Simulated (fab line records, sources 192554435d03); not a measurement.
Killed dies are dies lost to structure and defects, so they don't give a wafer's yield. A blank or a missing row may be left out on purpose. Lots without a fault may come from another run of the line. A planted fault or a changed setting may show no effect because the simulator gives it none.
fab line records | flow n5_finfet
record lots=24 wafers=72 last_day=18
route steps=1938 shown BEOL_M11@1587 BEOL_M12@1618
lots that met no fault: from a run of the same line without faults
start_h: hours from the record's first day to the start of the lot's first wafer shown | wait_h: hours since the lot's step before | " the same as in the row above | L1.1+2: a row that stands for several wafers | - no value, or no start given | * or withheld: withheld | < > ~ a bound
route shown NAME@n: a module of which the file shows steps, and the number in the route of the first | usual: mean/standard deviation of fault-free wafers | same: alike in all rows | chamber/n: place in a boat | sites: the reading at each site | _std_site: their standard deviation | _edge_site: outer sites' mean less inner sites' | radius_mm: how far each site lies from the wafer's centre | mask NAME#n: copy n | behind: the tool/chamber that last shaped the wafer | hold: why the lot was held/for how many hours/how that ended | device: the transistor (n, p or np) that didn't switch | end of line: the same wafers' tests at the end of the route | a step without rows: its recipe alone | killed: dies lost to structure and defects at the first sort, not the wafer's yield | map: a wafer's dies, x killed, . not, _ none there
set.NAME: the setting as run; set.NAME@STEP: as run at that earlier step | model.NAME: the simulator's own value behind a step, which no gauge read
steps of the route over a sample of lots; a table a step, a row a wafer
services: from which hour (start_h, from the record's first day; less than 0 if before it) a tool's chamber was out of use, for how many hours, and why
## steps
# step N5_BEOL_M11_CURE_72
# recipe temp_c=370 time_s=120 ambient=DMADMS/He material=SiCOH_lowk
# usual lamp_power_pct=52.31/0.057 wafer_temp_C_max=371.8/0.7
# columns lot.wafer tool chamber start_h wait_h lamp_power_pct wafer_temp_C_max
L075.3 uv_cure-01 2 203.64 0.4 52.37 373.9
L075.4 " 2 " " 52.40 373.5
L075.6 " 2 " " 52.16 373.4
L076.2 uv_cure-01 0 206.22 0.1 52.24 371.5
L076.4 " 0 " " 52.23 371.8
L076.5 " 0 " " 52.40 371.8
L074.1 uv_cure-02 1 210.25 0.0 52.29 371.5
L074.2 " 1 " " 52.27 371.6
L074.3 " 1 " " 52.26 370.9
L077.3 uv_cure-03 1 222.56 0.1 52.21 372.7
L077.4 " 1 " " 52.28 372.7
L077.6 " 1 " " 52.28 373.0
L078.2 uv_cure-01 0 229.41 0.1 52.38 371.2
L078.4 " 0 " " 52.25 372.4
L078.6 " 0 " " 52.26 371.4
L079.3 uv_cure-02 0 238.19 0.1 52.27 372.2
L079.4 " 0 " " 52.31 372.1
L079.5 " 0 " " 52.29 372.5
L082.1 uv_cure-03 0 305.95 0.1 52.40 372.6
L082.5 " 0 " " 52.32 373.1
L082.6 " 0 " " 52.11 372.1
L085.4 uv_cure-01 0 314.33 0.3 52.31 372.2
L085.5 " 0 " " 52.36 371.8
L085.6 " 0 " " 52.29 372.0
L083.2 uv_cure-01 1 314.53 0.2 52.27 372.1
L083.3 " 1 " " 52.37 371.6
L083.4 " 1 " " 52.31 372.0
L080.2 uv_cure-02 1 314.70 0.2 52.33 370.8
L080.3 " 1 " " 52.34 371.0
L080.4 " 1 " " 52.22 371.2
L086.1 uv_cure-03 1 318.35 0.0 52.29 371.7
L086.3 " 1 " " 52.40 372.8
L086.4 " 1 " " 52.24 373.3
L084.1 uv_cure-01 1 318.43 0.0 52.30 371.0
L084.2 " 1 " " 52.33 371.6
L084.4 " 1 " " 52.24 371.0
L088.3 uv_cure-02 1 320.41 0.1 52.36 371.1
L088.5 " 1 " " 52.22 370.9
L088.6 " 1 " " 52.36 371.3
L087.3 uv_cure-01 0 325.06 0.1 52.29 372.2
L087.5 " 0 " " 52.32 371.6
L087.6 " 0 " " 52.29 371.7
L089.3 uv_cure-02 2 329.00 0.1 52.38 371.9
L089.5 " 2 " " 52.26 371.9
L089.6 " 2 " " 52.34 371.7
L090.1 uv_cure-02 2 329.20 0.1 52.20 371.3
L090.4 " 2 " " 52.33 372.1
L090.6 " 2 " " 52.34 371.6
L091.1 uv_cure-01 0 333.76 0.0 52.28 371.1
L091.3 " 0 " " 52.35 371.4
L091.5 " 0 " " 52.34 371.5
L092.2 uv_cure-03 2 338.08 0.1 52.29 371.2
L092.4 " 2 " " 52.25 370.8
L092.5 " 2 " " 52.40 371.0
L093.2 uv_cure-02 1 346.73 0.1 52.28 371.4
L093.3 " 1 " " 52.31 371.1
L093.4 " 1 " " 52.30 371.2
L095.2 uv_cure-02 1 359.93 0.1 52.25 370.9
L095.5 " 1 " " 52.35 371.8
L095.6 " 1 " " 52.31 370.7
L094.2 uv_cure-03 1 360.44 0.1 52.28 372.9
L094.4 " 1 " " 52.20 373.4
L094.5 " 1 " " 52.26 373.1
L096.2 uv_cure-02 2 372.50 0.1 52.32 371.8
L096.3 " 2 " " 52.32 372.0
L096.5 " 2 " " 52.28 371.4
L081.1 uv_cure-01 1 381.46 0.0 52.28 371.6
L081.4 " 1 " " 52.25 371.3
L081.5 " 1 " " 52.33 371.5
L097.2 uv_cure-02 0 387.36 0.1 52.32 372.0
L097.3 " 0 " " 52.37 371.9
L097.5 " 0 " " 52.27 371.3
# step N5_BEOL_M11_ANNEAL_51
# recipe temp_c=225 time_s=90 ambient=N2
# usual anneal_temp_c=225.02/0.16 wafer_temp_C_max=226.1/0.57
# columns lot.wafer tool chamber start_h wait_h anneal_temp_c wafer_temp_C_max
L075.3 rtp_anneal-01 0 204.79 0.2 225.10 226.8
L075.4 " 0 " " 224.83 226.5
L075.6 " 0 " " 224.97 226.6
L076.2 rtp_anneal-02 0 207.42 0.2 224.77 225.5
L076.4 " 0 " " 224.98 225.0
L076.5 " 0 " " 225.05 225.2
L074.1 rtp_anneal-02 0 211.62 0.2 224.87 225.6
L074.2 " 0 " " 224.89 225.6
L074.3 " 0 " " 224.94 225.5
L077.3 rtp_anneal-01 0 223.70 0.1 225.08 225.8
L077.4 " 0 " " 224.89 226.0
L077.6 " 0 " " 225.08 226.5
L078.2 rtp_anneal-01 0 231.97 0.1 225.38 226.4
L078.4 " 0 " " 225.10 226.4
L078.6 " 0 " " 225.20 226.3
L079.3 rtp_anneal-02 0 241.49 0.2 225.46 225.5
L079.4 " 0 " " 225.10 225.7
L079.5 " 0 " " 225.41 225.6
L082.1 rtp_anneal-01 0 310.72 0.3 225.04 227.1
L082.5 " 0 " " 224.93 226.7
L082.6 " 0 " " 224.93 226.6
L085.4 rtp_anneal-02 0 315.89 0.5 224.94 225.5
L085.5 " 0 " " 225.03 225.8
L085.6 " 0 " " 224.90 225.6
L083.2 rtp_anneal-01 0 316.64 0.9 225.11 226.8
L083.3 " 0 " " 224.83 226.2
L083.4 " 0 " " 224.89 226.6
L080.2 rtp_anneal-01 0 316.91 0.9 224.91 226.2
L080.3 " 0 " " 225.34 226.5
L080.4 " 0 " " 225.12 226.4
L086.1 rtp_anneal-01 0 320.50 0.3 225.00 226.7
L086.3 " 0 " " 225.19 226.6
L086.4 " 0 " " 224.91 226.4
L084.1 rtp_anneal-01 0 320.77 0.3 225.04 226.7
L084.2 " 0 " " 224.92 226.8
L084.4 " 0 " " 225.18 227.1
L088.3 rtp_anneal-02 0 322.11 0.1 225.05 225.5
L088.5 " 0 " " 225.18 225.4
L088.6 " 0 " " 225.05 225.6
L087.3 rtp_anneal-01 0 328.56 0.4 224.78 226.2
L087.5 " 0 " " 225.33 225.6
L087.6 " 0 " " 225.08 226.2
L089.3 rtp_anneal-02 0 330.34 0.2 225.06 225.3
L089.5 " 0 " " 225.01 225.4
L089.6 " 0 " " 225.04 225.6
L090.1 rtp_anneal-01 0 331.60 0.7 224.98 227.2
L090.4 " 0 " " 224.78 226.1
L090.6 " 0 " " 225.06 226.0
L091.1 rtp_anneal-01 0 335.35 0.1 224.99 226.6
L091.3 " 0 " " 224.91 226.6
L091.5 " 0 " " 224.99 226.9
L092.2 rtp_anneal-02 0 339.82 0.3 224.86 226.0
L092.4 " 0 " " 224.96 225.6
L092.5 " 0 " " 225.02 225.9
L093.2 rtp_anneal-01 0 348.84 0.4 225.01 226.0
L093.3 " 0 " " 224.93 226.1
L093.4 " 0 " " 224.72 225.8
L095.2 rtp_anneal-01 0 361.36 0.1 225.03 226.2
L095.5 " 0 " " 224.85 226.3
L095.6 " 0 " " 224.81 226.9
L094.2 rtp_anneal-02 0 361.73 0.1 225.10 225.3
L094.4 " 0 " " 224.97 225.1
L094.5 " 0 " " 224.98 225.2
L096.2 rtp_anneal-02 0 376.26 0.1 224.95 225.5
L096.3 " 0 " " 225.12 225.7
L096.5 " 0 " " 225.02 225.4
L081.1 rtp_anneal-02 0 384.91 0.3 224.89 225.7
L081.4 " 0 " " 224.79 225.3
L081.5 " 0 " " 224.84 225.6
L097.2 rtp_anneal-02 0 388.73 0.1 224.84 225.8
L097.3 " 0 " " 224.78 225.7
L097.5 " 0 " " 224.82 225.3
# step N5_BEOL_M12_STRIP_63
# recipe chemistry=N2/H2 power_w=1000 temp_c=250 h2_frac=0.65 overash_fraction=0.3 pressure_mtorr=1000 n2_flow_sccm=1750 h2_flow_sccm=3250
# usual drypump_motor_current_A=5.5/0.62 heater_power_w=326/14 n2_flow_sccm=1750/5 oes_product_au=0.693/0.0044 strip_time_to_endpoint_s=42.6/0.96
# columns lot.wafer tool chamber start_h wait_h drypump_motor_current_A heater_power_w n2_flow_sccm oes_product_au rf_hours_counter_h strip_time_to_endpoint_s
L075.3 plasma_asher-02 1 206.48 - 5.1 303 1756 0.693 - 42.8
L075.4 " 0 " " 5.4 326 1747 0.688 - 40.1
L075.6 " 0 " " 5.4 322 1748 0.693 - 41.5
L076.2 plasma_asher-02 1 209.80 - 5.1 312 1753 0.688 71 43.6
L076.4 " 0 " " 5.4 322 1761 0.692 - 43.1
L076.5 " 0 " " 5.4 317 1757 0.689 - 41.5
L074.1 plasma_asher-01 0 213.25 - 6.7 347 1748 0.700 103 43.5
L074.2 " 1 " " 5.0 336 1747 0.697 103 43.4
L074.3 " 1 " " 5.0 344 1749 0.692 - 40.5
L077.3 plasma_asher-01 1 225.29 - 5.1 345 1758 0.694 - 43.4
L077.4 " 0 " " 6.8 338 1747 0.694 - 42.9
L077.6 " 0 " " 6.8 328 1747 0.691 - 41.8
L078.2 plasma_asher-02 0 233.52 - 5.4 320 1749 0.694 75 41.9
L078.4 " 1 " " 5.1 306 1752 0.691 - 41.2
L078.6 " 0 " " 5.4 328 1749 0.695 - 42.5
L079.3 plasma_asher-01 0 243.01 - 6.8 339 1757 0.693 - 43.4
L079.4 " 1 " " 5.0 348 1750 0.694 - 42.7
L079.5 " 0 " " 6.8 336 1757 0.701 - 43.3
L082.1 plasma_asher-02 1 312.47 - 5.1 304 1749 0.697 91 42.6
L082.5 " 0 " " 5.4 329 1755 0.689 - 42.9
L082.6 " 1 " " 5.1 315 1747 0.689 - 42.8
L085.4 plasma_asher-01 0 317.38 - 6.8 343 1753 0.688 - 42.5
L085.5 " 0 " " 6.7 337 1747 0.694 - 43.3
L085.6 " 1 " " 5.0 347 1753 0.699 - 43.3
L083.2 plasma_asher-02 0 318.20 - 5.4 328 1744 0.686 92 42.2
L083.3 " 0 " " 5.4 321 1755 0.697 - 43.1
L083.4 " 1 " " 5.1 312 1756 0.692 - 42.2
L080.2 plasma_asher-01 1 318.47 - 5.0 346 1745 0.691 121 43.9
L080.3 " 1 " " 5.0 342 1744 0.689 - 43.3
L080.4 " 0 " " 6.8 345 1749 0.693 - 42.0
L086.1 plasma_asher-01 0 322.26 - 6.7 332 1749 0.687 121 42.9
L086.3 " 1 " " 5.0 340 1747 0.685 - 42.8
L086.4 " 0 " " 6.8 338 1750 0.690 - 41.8
L084.1 plasma_asher-02 0 322.52 - 5.4 327 1744 0.694 92 43.9
L084.2 " 1 " " 5.1 310 1746 0.695 92 42.3
L084.4 " 1 " " 5.1 311 1747 0.684 - 42.6
L088.3 plasma_asher-02 1 323.90 - 5.1 314 1748 0.694 - 43.6
L088.5 " 1 " " 5.1 307 1743 0.702 - 42.6
L088.6 " 0 " " 5.4 321 1752 0.689 - 42.8
L087.3 plasma_asher-02 1 330.07 - 5.1 315 1749 0.695 - 43.4
L087.5 " 1 " " 5.1 312 1749 0.690 - 43.8
L087.6 " 0 " " 5.4 328 1752 0.693 - 42.4
L089.3 plasma_asher-01 1 331.89 - 5.0 355 1752 0.689 - 41.8
L089.5 " 0 " " 6.7 340 1745 0.692 - 42.8
L089.6 " 1 " " 5.0 345 1753 0.691 - 40.8
L090.1 plasma_asher-02 0 333.38 - 5.4 324 1754 0.698 94 43.5
L090.4 " 1 " " 5.1 309 1747 0.694 - 43.7
L090.6 " 1 " " 5.1 316 1750 0.699 - 42.9
L091.1 plasma_asher-01 1 336.97 - 5.0 336 1750 0.702 125 44.2
L091.3 " 1 " " 5.0 350 1752 0.700 - 42.4
L091.5 " 0 " " 6.7 334 1752 0.696 - 41.8
L092.2 plasma_asher-02 1 341.49 - 5.1 306 1746 0.686 97 43.2
L092.4 " 0 " " 5.4 313 1747 0.693 - 42.6
L092.5 " 0 " " 5.4 329 1750 0.698 - 41.5
L093.2 plasma_asher-01 0 350.58 - 6.7 341 1762 0.694 128 43.8
L093.3 " 0 " " 6.7 343 1754 0.687 - 43.3
L093.4 " 1 " " 5.0 345 1756 0.686 - 42.5
L095.2 plasma_asher-02 0 362.92 - 5.4 324 1752 0.693 102 43.0
L095.5 " 0 " " 5.4 326 1755 0.691 - 41.7
L095.6 " 1 " " 5.1 314 1747 0.688 - 43.3
L094.2 plasma_asher-02 0 363.30 - 5.4 323 1752 0.690 102 42.6
L094.4 " 0 " " 5.4 320 1754 0.691 - 40.9
L094.5 " 0 " " 5.4 314 1752 0.698 - 40.9
L096.2 plasma_asher-02 1 377.96 - 5.1 309 1756 0.692 104 42.3
L096.3 " 0 " " 5.4 320 1747 0.694 - 41.6
L096.5 " 1 " " 5.1 309 1759 0.694 - 42.4
L081.1 plasma_asher-02 1 386.88 - 5.1 316 1745 0.693 106 43.0
L081.4 " 1 " " 5.1 305 1752 0.698 - 41.9
L081.5 " 0 " " 5.4 317 1752 0.697 - 41.8
L097.2 plasma_asher-02 0 390.27 - 5.4 325 1747 0.702 107 43.6
L097.3 " 0 " " 5.4 330 1752 0.696 - 42.3
L097.5 " 0 " " 5.4 332 1745 0.688 - 42.1
# step N5_BEOL_M12_CD_MEAS_17
# recipe target_cd_nm=140 polarity=opening
# usual cd_nm=140.9/2.7
# columns lot.wafer tool chamber start_h wait_h cd_nm
L075.3 cd_sem-02 - 206.67 0.0 140.0
L075.4 " - " " 144.4
L075.6 " - " " 145.9
L076.2 cd_sem-01 - 210.01 0.0 139.2
L076.4 " - " " 143.8
L076.5 " - " " 145.4
L074.1 cd_sem-02 - 213.46 0.0 140.2
L074.2 " - " " 143.1
L074.3 " - " " 141.7
L077.3 cd_sem-03 - 225.48 0.0 137.0
L077.4 " - " " 135.1
L077.6 " - " " 137.5
L078.2 cd_sem-02 - 233.73 0.0 140.1
L078.4 " - " " 144.6
L078.6 " - " " 138.4
L079.3 cd_sem-03 - 243.20 0.0 144.9
L079.4 " - " " 142.0
L079.5 " - " " 136.0
L082.1 cd_sem-01 - 312.69 0.0 138.8
L082.5 " - " " 147.1
L082.6 " - " " 143.2
L085.4 cd_sem-01 - 317.57 0.0 141.7
L085.5 " - " " 138.7
L085.6 " - " " 140.9
L083.2 cd_sem-02 - 318.44 0.0 145.5
L083.3 " - " " 140.1
L083.4 " - " " 139.2
L080.2 cd_sem-02 - 318.68 0.0 138.9
L080.3 " - " " 138.4
L080.4 " - " " 142.3
L086.1 cd_sem-03 - 322.46 0.0 139.2
L086.3 " - " " 138.1
L086.4 " - " " 137.4
L084.1 cd_sem-03 - 322.72 0.0 143.4
L084.2 " - " " 142.9
L084.4 " - " " 138.2
L088.3 cd_sem-01 - 324.09 0.0 146.1
L088.5 " - " " 141.7
L088.6 " - " " 142.4
L087.3 cd_sem-03 - 330.26 0.0 138.7
L087.5 " - " " 141.7
L087.6 " - " " 138.3
L089.3 cd_sem-01 - 332.08 0.0 140.4
L089.5 " - " " 143.6
L089.6 " - " " 143.0
L090.1 cd_sem-03 - 333.58 0.0 138.0
L090.4 " - " " 139.2
L090.6 " - " " 138.2
L091.1 cd_sem-03 - 337.29 0.0 145.2
L091.3 " - " " 144.3
L091.5 " - " " 139.3
L092.2 cd_sem-03 - 341.73 0.0 137.8
L092.4 " - " " 138.0
L092.5 " - " " 139.2
L093.2 cd_sem-03 - 350.79 0.0 141.4
L093.3 " - " " 139.0
L093.4 " - " " 144.8
L095.2 cd_sem-02 - 363.12 0.0 142.0
L095.5 " - " " 142.3
L095.6 " - " " 140.0
L094.2 cd_sem-01 - 363.51 0.0 145.6
L094.4 " - " " 142.7
L094.5 " - " " 141.1
L096.2 cd_sem-01 - 378.21 0.0 140.4
L096.3 " - " " 144.3
L096.5 " - " " 143.3
L081.1 cd_sem-02 - 387.09 0.0 135.6
L081.4 " - " " 136.5
L081.5 " - " " 136.4
L097.2 cd_sem-02 - 390.51 0.0 138.0
L097.3 " - " " 143.9
L097.5 " - " " 137.9
# step N5_BEOL_M12_OVL_MEAS_29
# recipe points_per_wafer=44
# usual M12_OVL=1/6.2
# columns lot.wafer tool chamber start_h wait_h M12_OVL[nm]
L075.3 overlay-01 0 207.15 0.0 6
L075.4 " 0 " " 4
L075.6 " 0 " " -1
L076.2 overlay-01 0 210.49 0.0 5
L076.4 " 0 " " -9
L076.5 " 0 " " -4
L074.1 overlay-02 0 213.95 0.0 -2
L074.2 " 0 " " 4
L074.3 " 0 " " 6
L077.3 overlay-02 0 225.96 0.0 -1
L077.4 " 0 " " 7
L077.6 " 0 " " 1
L078.2 overlay-02 0 234.09 0.0 6
L078.4 " 0 " " -3
L078.6 " 0 " " -1
L079.3 overlay-02 0 243.55 0.0 -4
L079.4 " 0 " " 3
L079.5 " 0 " " -11
L082.1 overlay-02 0 313.17 0.0 -4
L082.5 " 0 " " 1
L082.6 " 0 " " 4
L085.4 overlay-01 0 317.92 0.0 2
L085.5 " 0 " " 11
L085.6 " 0 " " 5
L083.2 overlay-01 0 318.80 0.0 7
L083.3 " 0 " " 17
L083.4 " 0 " " 7
L080.2 overlay-01 0 319.03 0.0 0
L080.3 " 0 " " 9
L080.4 " 0 " " 2
L086.1 overlay-01 0 322.94 0.0 6
L086.3 " 0 " " -5
L086.4 " 0 " " 3
L084.1 overlay-02 0 323.20 0.0 9
L084.2 " 0 " " -5
L084.4 " 0 " " 0
L088.3 overlay-01 0 324.44 0.0 2
L088.5 " 0 " " 1
L088.6 " 0 " " 10
L087.3 overlay-02 0 330.74 0.0 -5
L087.5 " 0 " " 1
L087.6 " 0 " " 2
L089.3 overlay-01 0 332.56 0.0 8
L089.5 " 0 " " 6
L089.6 " 0 " " 0
L090.1 overlay-02 0 334.07 0.0 7
L090.4 " 0 " " -10
L090.6 " 0 " " -2
L091.1 overlay-02 0 337.65 0.0 -6
L091.3 " 0 " " -11
L091.5 " 0 " " -13
L092.2 overlay-01 0 342.09 0.0 -1
L092.4 " 0 " " -1
L092.5 " 0 " " 1
L093.2 overlay-02 0 351.15 0.0 -12
L093.3 " 0 " " 4
L093.4 " 0 " " -10
L095.2 overlay-01 0 363.99 0.0 4
L095.5 " 0 " " -9
L095.6 " 0 " " -1
L094.2 overlay-01 0 364.03 0.0 -9
L094.4 " 0 " " 3
L094.5 " 0 " " 3
L096.2 overlay-01 0 378.56 0.0 6
L096.3 " 0 " " -2
L096.5 " 0 " " 0
L081.1 overlay-02 0 387.57 0.0 -8
L081.4 " 0 " " 1
L081.5 " 0 " " -7
L097.2 overlay-01 0 390.87 0.0 6
L097.3 " 0 " " 2
L097.5 " 0 " " 3
# step N5_BEOL_M12_PRE_CLEAN_42
# recipe gas=H2/He time_s=30 temp_c=250
# usual heater_power_w=351/54
# columns lot.wafer tool chamber start_h wait_h heater_power_w
L075.3 pvd_sputter-02 - 208.31 0.0 281
L075.4 " - " " 324
L075.6 " - " " 358
L076.2 pvd_sputter-03 - 211.43 0.0 389
L076.4 " - " " 266
L076.5 " - " " 337
L074.1 pvd_sputter-03 - 214.88 0.0 271
L074.2 " - " " 406
L074.3 " - " " 336
L077.3 pvd_sputter-01 - 228.78 0.0 352
L077.4 " - " " 365
L077.6 " - " " 320
L078.2 pvd_sputter-01 - 235.02 0.0 323
L078.4 " - " " 359
L078.6 " - " " 368
L079.3 pvd_sputter-01 - 244.70 0.0 322
L079.4 " - " " 380
L079.5 " - " " 332
L082.1 pvd_sputter-02 - 314.33 0.0 275
L082.5 " - " " 465
L082.6 " - " " 344
L085.4 pvd_sputter-02 - 319.42 0.0 321
L085.5 " - " " 356
L085.6 " - " " 459
L083.2 pvd_sputter-02 - 320.56 0.0 358
L083.3 " - " " 283
L083.4 " - " " 324
L080.2 pvd_sputter-02 - 321.58 0.0 325
L080.3 " - " " 459
L080.4 " - " " 286
L086.1 pvd_sputter-02 - 329.82 0.0 364
L086.3 " - " " 320
L086.4 " - " " 281
L084.1 pvd_sputter-03 - 330.82 0.0 262
L084.2 " - " " 402
L084.4 " - " " 336
L088.3 pvd_sputter-01 - 337.96 0.0 361
L088.5 " - " " 312
L088.6 " - " " 368
L087.3 pvd_sputter-02 - 338.58 0.0 329
L087.5 " - " " 352
L087.6 " - " " 282
L089.3 pvd_sputter-02 - 339.44 0.0 451
L089.5 " - " " 283
L089.6 " - " " 367
L090.1 pvd_sputter-01 - 340.46 0.0 366
L090.4 " - " " 336
L090.6 " - " " 343
L091.1 pvd_sputter-02 - 343.36 0.0 355
L091.3 " - " " 450
L091.5 " - " " 326
L092.2 pvd_sputter-03 - 345.98 0.0 404
L092.4 " - " " 272
L092.5 " - " " 340
L093.2 pvd_sputter-01 - 355.51 0.0 366
L093.3 " - " " 331
L093.4 " - " " 312
L095.2 pvd_sputter-03 - 371.43 0.0 341
L095.5 " - " " 264
L095.6 " - " " 391
L094.2 pvd_sputter-01 - 372.47 0.0 355
L094.4 " - " " 335
L094.5 " - " " 341
L096.2 pvd_sputter-03 - 380.35 0.0 371
L096.3 " - " " 342
L096.5 " - " " 335
L081.1 pvd_sputter-02 - 389.30 0.0 321
L081.4 " - " " 279
L081.5 " - " " 361
L097.2 pvd_sputter-02 - 394.23 0.0 324
L097.3 " - " " 452
L097.5 " - " " 280
## services
# columns tool chamber start_h hours kind
uv_cure-01 - 188.15 9.1 repair
pvd_sputter-01 - 200.17 1.1 repair
uv_cure-02 - 202.12 7.5 pm
uv_cure-01 - 208.53 7.5 pm
plasma_asher-02 - 228.18 1.1 repair
uv_cure-01 - 236.77 2.1 pm
plasma_asher-01 - 241.00 1.2 repair
uv_cure-01 - 262.11 5.0 pm
plasma_asher-02 - 264.15 2.8 pm
plasma_asher-01 - 283.76 14.6 pm
uv_cure-03 - 355.17 2.8 pm
pvd_sputter-02 - 356.72 4.6 repair
pvd_sputter-01 - 389.51 6.7 repair
## key
fault none
